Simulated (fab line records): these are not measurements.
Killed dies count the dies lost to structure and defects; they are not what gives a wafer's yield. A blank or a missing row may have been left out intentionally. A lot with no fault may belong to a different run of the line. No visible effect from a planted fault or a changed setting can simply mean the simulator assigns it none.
Chamber matching || flow n5-finfet || 4 sister chambers for N5_BEOL_M13_ETCH_68 on rie-diel-03
The step etches SOC in N2/H2, time 355 s. 16 wafers are shown with their chamber, then 8 later ones without.

WAFERS WITH THEIR CHAMBER
{"wafer": "L075.1", "chamber": 3, "drypump-motor-current-A (A)": 6.4, "showerhead-plenum-p-Torr (Torr)": 2.61, "throttle-valve-pct (%)": 17.87}
{"wafer": "L075.2", "chamber": 1, "drypump-motor-current-A (A)": 5.9, "showerhead-plenum-p-Torr (Torr)": 2.49, "throttle-valve-pct (%)": 17.46}
{"wafer": "L075.4", "chamber": 2, "drypump-motor-current-A (A)": 6.6, "showerhead-plenum-p-Torr (Torr)": 2.50, "throttle-valve-pct (%)": 17.88}
{"wafer": "L079.3", "chamber": 1, "drypump-motor-current-A (A)": 5.9, "showerhead-plenum-p-Torr (Torr)": 2.48, "throttle-valve-pct (%)": 17.49}
{"wafer": "L079.4", "chamber": 3, "drypump-motor-current-A (A)": 6.4, "showerhead-plenum-p-Torr (Torr)": 2.61, "throttle-valve-pct (%)": 17.87}
{"wafer": "L079.6", "chamber": 1, "drypump-motor-current-A (A)": 5.8, "showerhead-plenum-p-Torr (Torr)": 2.48, "throttle-valve-pct (%)": 17.48}
{"wafer": "L083.4", "chamber": 3, "drypump-motor-current-A (A)": 6.4, "showerhead-plenum-p-Torr (Torr)": 2.60, "throttle-valve-pct (%)": 17.89}
{"wafer": "L083.5", "chamber": 1, "drypump-motor-current-A (A)": 5.8, "showerhead-plenum-p-Torr (Torr)": 2.48, "throttle-valve-pct (%)": 17.49}
{"wafer": "L083.6", "chamber": 0, "drypump-motor-current-A (A)": 5.2, "showerhead-plenum-p-Torr (Torr)": 2.53, "throttle-valve-pct (%)": 17.63}
{"wafer": "L088.1", "chamber": 2, "drypump-motor-current-A (A)": 6.6, "showerhead-plenum-p-Torr (Torr)": 2.49, "throttle-valve-pct (%)": 17.56}
{"wafer": "L088.2", "chamber": 1, "drypump-motor-current-A (A)": 5.9, "showerhead-plenum-p-Torr (Torr)": 2.47, "throttle-valve-pct (%)": 17.52}
{"wafer": "L088.3", "chamber": 0, "drypump-motor-current-A (A)": 5.3, "showerhead-plenum-p-Torr (Torr)": 2.52, "throttle-valve-pct (%)": 17.65}
{"wafer": "L087.2", "chamber": 1, "drypump-motor-current-A (A)": 5.9, "showerhead-plenum-p-Torr (Torr)": 2.47, "throttle-valve-pct (%)": 17.50}
{"wafer": "L087.3", "chamber": 0, "drypump-motor-current-A (A)": 5.3, "showerhead-plenum-p-Torr (Torr)": 2.52, "throttle-valve-pct (%)": 17.65}
{"wafer": "L087.6", "chamber": 0, "drypump-motor-current-A (A)": 5.3, "showerhead-plenum-p-Torr (Torr)": 2.52, "throttle-valve-pct (%)": 17.65}
{"wafer": "L094.2", "chamber": 1, "drypump-motor-current-A (A)": 5.8, "showerhead-plenum-p-Torr (Torr)": 2.47, "throttle-valve-pct (%)": 17.55}

SIGNATURES (means of the wafers above)
{"reading": "drypump-motor-current-A", "chamber 0": 5.275, "chamber 1": 5.857, "chamber 2": 6.600, "chamber 3": 6.400, "scatter within a chamber": 0.0453}
{"reading": "showerhead-plenum-p-Torr", "chamber 0": 2.5225, "chamber 1": 2.4771, "chamber 2": 2.4950, "chamber 3": 2.6067, "scatter within a chamber": 0.00667}
{"reading": "throttle-valve-pct", "chamber 0": 17.6450, "chamber 1": 17.4986, "chamber 2": 17.7200, "chamber 3": 17.8767, "scatter within a chamber": 0.0688}
Rule: for a wafer and a chamber, the distance is found by dividing, reading by reading, the gap between the wafer's reading and the chamber's mean by the reading's scatter, squaring, summing and taking the root. The wafer belongs to the nearest chamber; if the next one is less than 2 further off, it can't be placed. The scatter: take each reading less its chamber's mean, square it, sum over the shown wafers, divide by the number of wafers less the number of chambers, and take the root.

WAFERS WITHOUT THEIR CHAMBER
{"wafer": "L094.3", "drypump-motor-current-A (A)": 6.4, "showerhead-plenum-p-Torr (Torr)": 2.59, "throttle-valve-pct (%)": 17.51}
{"wafer": "L094.5", "drypump-motor-current-A (A)": 5.9, "showerhead-plenum-p-Torr (Torr)": 2.47, "throttle-valve-pct (%)": 17.55}
{"wafer": "L096.4", "drypump-motor-current-A (A)": 5.3, "showerhead-plenum-p-Torr (Torr)": 2.52, "throttle-valve-pct (%)": 17.70}
{"wafer": "L096.5", "drypump-motor-current-A (A)": 6.4, "showerhead-plenum-p-Torr (Torr)": 2.59, "throttle-valve-pct (%)": 17.54}
{"wafer": "L096.6", "drypump-motor-current-A (A)": 5.3, "showerhead-plenum-p-Torr (Torr)": 2.52, "throttle-valve-pct (%)": 17.69}
{"wafer": "L097.2", "drypump-motor-current-A (A)": 5.8, "showerhead-plenum-p-Torr (Torr)": 2.47, "throttle-valve-pct (%)": 17.56}
{"wafer": "L097.4", "drypump-motor-current-A (A)": 6.6, "showerhead-plenum-p-Torr (Torr)": 2.48, "throttle-valve-pct (%)": 17.60}
{"wafer": "L097.5", "drypump-motor-current-A (A)": 5.8, "showerhead-plenum-p-Torr (Torr)": 2.47, "throttle-valve-pct (%)": 17.55}

WHICH CHAMBER EACH ONE RAN IN
{"wafer": "L094.3", "from the rows above": 3, "in truth": 3}
{"wafer": "L094.5", "from the rows above": 1, "in truth": 1}
{"wafer": "L096.4", "from the rows above": 0, "in truth": 0}
{"wafer": "L096.5", "from the rows above": 3, "in truth": 3}
{"wafer": "L096.6", "from the rows above": 0, "in truth": 0}
{"wafer": "L097.2", "from the rows above": 1, "in truth": 1}
{"wafer": "L097.4", "from the rows above": 2, "in truth": 2}
{"wafer": "L097.5", "from the rows above": 1, "in truth": 1}
8 of 8 placed correctly. Not placeable from these rows: 0. Placed wrongly: 0.
